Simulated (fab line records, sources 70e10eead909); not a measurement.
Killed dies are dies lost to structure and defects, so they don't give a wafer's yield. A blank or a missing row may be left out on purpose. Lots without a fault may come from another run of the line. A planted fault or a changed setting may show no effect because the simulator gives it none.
A struck lot beside a sound one | flow nand_harc | 40 steps out of a route of 1302
Sound: wafers L932.1, L932.2, L932.3. Struck: wafers L939.2, L939.3, L939.4. The cause comes at the end.
At each step with rows: each side's tool, then ch and its chambers, then its first start. Under that, the readings that differ: sound wafers | struck wafers | difference of the means | sigmas: that difference in standard deviations of wafers without a fault.
alike: readings whose means differ by less than 2 such deviations, and words and numbers that are the same on both sides. not compared: withheld readings, readings that some wafer has no value for, bounds like >300 that may hide the same value, and numbers for which the record gives no deviation and whose values overlap.
The two part at a step that has a row with sigmas, a row that says differs or no value, or rows on one side only. Numbers that don't overlap but have no deviation are shown without sigmas and don't part them. A reading that every wafer of one side lacks parts them only if that side has two wafers or more.

NHARC_A_BONDPAD_THK_MEAS_20: measures by xrf.
  sound on film_metro-01, day 25 22:23; struck on film_metro-01, day 28 09:39
  alike: thk_nm
then, 1 step without rows for these wafers: NHARC_A_BONDPAD_SRD_21 (time 30 s, dry time 20 s).
NHARC_A_BONDPAD_INSPECT_23:
  sound on defect_inspect-02, day 25 22:37; struck on defect_inspect-02, day 28 09:53
  alike: raw_defect_count
then, 5 steps without rows for these wafers: NHARC_HYBRID_BOND_ACTIVATE_00 (chemistry N2, time 60 s); NHARC_HYBRID_BOND_PRECLEAN_01 (cleans in DIW, time 300 s); NHARC_HYBRID_BOND_SRD_02 (time 30 s, dry time 20 s); NHARC_HYBRID_BOND_BOND_03; NHARC_HYBRID_BOND_ANNEAL_04 (time 7200 s).
NHARC_HYBRID_BOND_OVL_MEAS_05:
  sound on overlay-02, day 26 07:59; struck on overlay-01, day 28 19:25
  alike: overlay_x_nm, overlay_y_nm
NHARC_HYBRID_BOND_INSPECT_06: inspects for defects (ir void).
  sound on defect_inspect-01, day 26 08:02; struck on defect_inspect-01, day 28 19:28
  alike: raw_defect_count
NHARC_THIN_TSV_GRIND_00:
  sound on grinder-01 ch 0, day 26 08:11; struck on grinder-01 ch 0, day 28 19:49
  alike: motor_current_A
then, 4 steps without rows for these wafers: NHARC_THIN_TSV_CMP_01 (polishes); NHARC_THIN_TSV_SRD_03; NHARC_THIN_TSV_PRECLEAN_41 (cleans in SC1); NHARC_THIN_TSV_SRD_42.
NHARC_THIN_TSV_DEP_43: deposits SiO2, target thk 1328.5 nm.
  sound on pecvd-01 ch 0,1,2, day 26 09:55; struck on pecvd-01 ch 0,1,2, day 28 21:22
  alike: throttle_valve_pct
then, 8 steps without rows for these wafers: NHARC_THIN_TSV_DEHYDRATE_04 (time 120 s); NHARC_THIN_TSV_HMDS_05 (time 30 s); NHARC_THIN_TSV_COAT_06; NHARC_THIN_TSV_SOFTBAKE_07 (time 95 s); NHARC_THIN_TSV_EBR_08; NHARC_THIN_TSV_EXPOSE_09 (exposes mask TSV); NHARC_THIN_TSV_PEB_10 (peb time 85 s); NHARC_THIN_TSV_DEVELOP_11 (time 70 s).
NHARC_THIN_TSV_CD_MEAS_12: target cd 1000 nm.
  sound on cd_sem-03 ch 0, day 26 10:44; struck on cd_sem-01 ch 0, day 28 22:10
  alike: cd_nm
then, 2 steps without rows for these wafers: NHARC_THIN_TSV_HARDBAKE_13 (time 80 s); NHARC_THIN_TSV_DESCUM_14 (chemistry O2, time 3 s).
NHARC_THIN_TSV_ETCH_44: etches the open film in CF4/O2, target depth 1594.2 nm, time 797.1 s.
  sound on rie_diel-01 ch 0,1,3, day 26 10:59; struck on rie_diel-01 ch 1,2,3, day 28 22:25
  reading                | sound       | struck      | difference | sigmas
  rf_hours_counter_h (h) | 1.8 2.0 1.8 | 5.7 5.6 5.3 | +3.7       |
  alike: drypump_motor_current_A, oes_product_au, rf_vpp_V, showerhead_plenum_p_Torr, throttle_valve_pct
NHARC_THIN_TSV_ETCH_15: target depth 3000 nm, bosch target overetch cycles 2, bosch etch step 2.8 s.
  sound on rie_si-02 ch 0,1,3, day 26 11:33; struck on rie_si-04 ch 0,2,3, day 28 22:59
  alike: drypump_motor_current_A, rf_hours_counter_h
NHARC_THIN_TSV_CD_MEAS_16:
  sound on cd_sem-01, day 26 11:42; struck on cd_sem-01, day 28 23:08
  alike: cd_nm
NHARC_THIN_TSV_STRIP_45: strips in O2.
  sound on plasma_asher-01 ch 0,1, day 26 11:46; struck on plasma_asher-02 ch 0,1, day 28 23:13
  alike: drypump_motor_current_A, heater_power_w
  not compared: rf_hours_counter_h
then, 7 steps without rows for these wafers: NHARC_THIN_TSV_STRIP_46 (strips in post etch residue remover, time 1200 s); NHARC_THIN_TSV_DEP_47 (deposits SiO2, target thk 200 nm); NHARC_THIN_TSV_ETCHBACK_48 (etches the open film in C4F8/Ar, target depth 1028.5 nm, time 405.17 s); NHARC_THIN_TSV_STRIP_62 (strips in N2/H2, time 20 s); NHARC_THIN_TSV_DEGAS_49 (time 120 s); NHARC_THIN_TSV_PRE_CLEAN_50 (time 30 s); NHARC_THIN_TSV_PVD_19 (deposits TaN, target thk 20 nm).
NHARC_THIN_TSV_PVD_51: deposits Cu, target thk 100 nm.
  sound on pvd_sputter-01; struck on pvd_sputter-03
  alike: chamber_pressure_pa, throttle_valve_pct
NHARC_END_SORT_01:
  the record has rows for the struck wafers here (prober-02 ch 0, day 29 12:34) and none for the sound ones

WHERE THEY PART
Only at NHARC_END_SORT_01, within this record.

WHY: what the simulator had put in
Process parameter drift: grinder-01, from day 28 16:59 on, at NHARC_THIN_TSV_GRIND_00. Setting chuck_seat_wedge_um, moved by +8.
